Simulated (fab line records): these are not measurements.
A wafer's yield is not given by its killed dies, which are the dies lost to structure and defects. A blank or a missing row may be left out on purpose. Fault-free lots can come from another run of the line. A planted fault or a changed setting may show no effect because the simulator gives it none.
Matching of chambers ; flow n5 finfet ; N5_SD_EPI_N_ETCH_45 on rie diel-05 has 4 sister chambers
The step etches SiOCN in CH3F/O2, target depth 6 nm. 14 wafers are shown with their chamber, then 7 later ones without.

== WAFERS WITH THEIR CHAMBER ==
wafer;chamber;showerhead plenum p Torr (Torr);throttle valve pct (%);drypump motor current A (A)
L075.3;1;2.00;23.65;6.2
L075.5;0;1.91;23.17;5.2
L075.6;3;1.92;23.45;5.5
L076.1;1;2.00;23.65;6.2
L076.4;3;1.92;23.46;5.5
L076.5;2;2.09;23.48;5.3
L082.2;3;1.91;23.44;5.4
L082.4;1;2.00;23.66;6.2
L082.5;0;1.91;23.17;5.1
L086.2;0;1.90;23.18;5.1
L086.4;1;2.00;23.67;6.2
L086.6;1;2.00;23.67;6.2
L090.1;0;1.90;23.19;5.1
L090.3;3;1.91;23.47;5.5

SIGNATURES, as means of the wafers listed above
reading;chamber 0;chamber 1;chamber 2;chamber 3;scatter within a chamber
showerhead plenum p Torr;1.9050;2.0000;2.0900;1.9150;0.00447
throttle valve pct;23.1775;23.6600;23.4800;23.4550;0.0108
drypump motor current A;5.125;6.200;5.300;5.475;0.0387
Rule: a wafer lies at a distance from a chamber equal to the root of the sum of squares, over the readings, of (its reading less the chamber's mean, divided by the reading's scatter). The wafer belongs to the nearest chamber; if the next one is less than 2 further off, it can't be placed. How the scatter is found: for the shown wafers, subtract from each reading the mean of its chamber, square and add these, divide the total by (wafers less chambers), then take the root.

== WAFERS WITHOUT THEIR CHAMBER ==
wafer;showerhead plenum p Torr (Torr);throttle valve pct (%);drypump motor current A (A)
L090.5;1.99;23.70;6.1
L095.2;1.99;23.69;6.2
L095.4;2.07;23.53;5.3
L095.5;1.99;23.68;6.2
L096.2;1.99;23.70;6.2
L096.3;1.90;23.20;5.1
L096.4;2.07;23.54;5.3

== WHICH CHAMBER EACH ONE RAN IN ==
wafer;from the rows above;in truth
L090.5;1;1
L095.2;1;1
L095.4;2;2
L095.5;1;1
L096.2;1;1
L096.3;0;0
L096.4;2;2
Correct placement for 7 of the 7. Left unplaced by these rows: 0. 0 placed wrongly.
